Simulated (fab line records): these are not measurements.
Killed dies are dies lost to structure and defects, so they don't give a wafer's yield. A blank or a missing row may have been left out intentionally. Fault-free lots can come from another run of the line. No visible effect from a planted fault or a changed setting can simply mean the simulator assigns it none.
Chamber matching | flow n5-finfet | N5_MIM_TOP_ALD_00 on ald-hk-01: 4 sister chambers
The step deposits Al2O3, purge time 3 s, co reactant pulse time 3 s. 16 wafers are shown with their chamber, then 8 later ones without.

WAFERS WITH THEIR CHAMBER
wafer  | chamber | precursor-pulse-height-rel
L074.1 | 1       | 0.992
L074.3 | 3       | 1.005
L074.5 | 3       | 0.974
L076.1 | 3       | 1.012
L076.3 | 0       | 0.968
L076.6 | 2       | 1.014
L080.1 | 0       | 1.049
L080.2 | 3       | 0.973
L080.6 | 0       | 1.014
L081.2 | 1       | 1.034
L081.4 | 0       | 1.011
L081.5 | 2       | 1.005
L091.2 | 3       | 1.007
L091.4 | 2       | 1.025
L091.6 | 0       | 0.991
L090.1 | 3       | 0.988

SIGNATURES (means of the wafers above)
reading                    | chamber 0 | chamber 1 | chamber 2 | chamber 3 | scatter within a chamber
precursor-pulse-height-rel | 1.00660   | 1.01300   | 1.01467   | 0.99317   | 0.0227
Rule: a wafer's distance from a chamber is the root of the sum, over the readings, of the square of ((its reading less the chamber's mean) divided by the reading's scatter). The wafer belongs to the nearest chamber; if the next one is less than 2 further off, it can't be placed. The scatter: the root of (the sum of the squares of (reading less its chamber's mean) over the shown wafers, divided by (wafers less chambers)).

WAFERS WHOSE CHAMBER IS MISSING
wafer  | precursor-pulse-height-rel
L090.5 | 0.971
L090.6 | 0.988
L092.2 | 1.011
L092.5 | 1.032
L092.6 | 0.971
L095.1 | 0.964
L095.5 | 0.993
L095.6 | 0.989

CHAMBER TAKEN BY EACH
wafer  | from the rows above               | in truth
L090.5 | can't be placed: 3 or 0 or 1 or 2 | 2
L090.6 | can't be placed: 3 or 0 or 1 or 2 | 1
L092.2 | can't be placed: 1 or 2 or 0 or 3 | 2
L092.5 | can't be placed: 2 or 1 or 0 or 3 | 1
L092.6 | can't be placed: 3 or 0 or 1 or 2 | 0
L095.1 | can't be placed: 3 or 0 or 1 or 2 | 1
L095.5 | can't be placed: 3 or 0 or 1 or 2 | 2
L095.6 | can't be placed: 3 or 0 or 1 or 2 | 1
Correctly placed: 0 of 8. These rows do not allow placing 8 (true chamber among the candidates in 8). 0 placed wrongly.
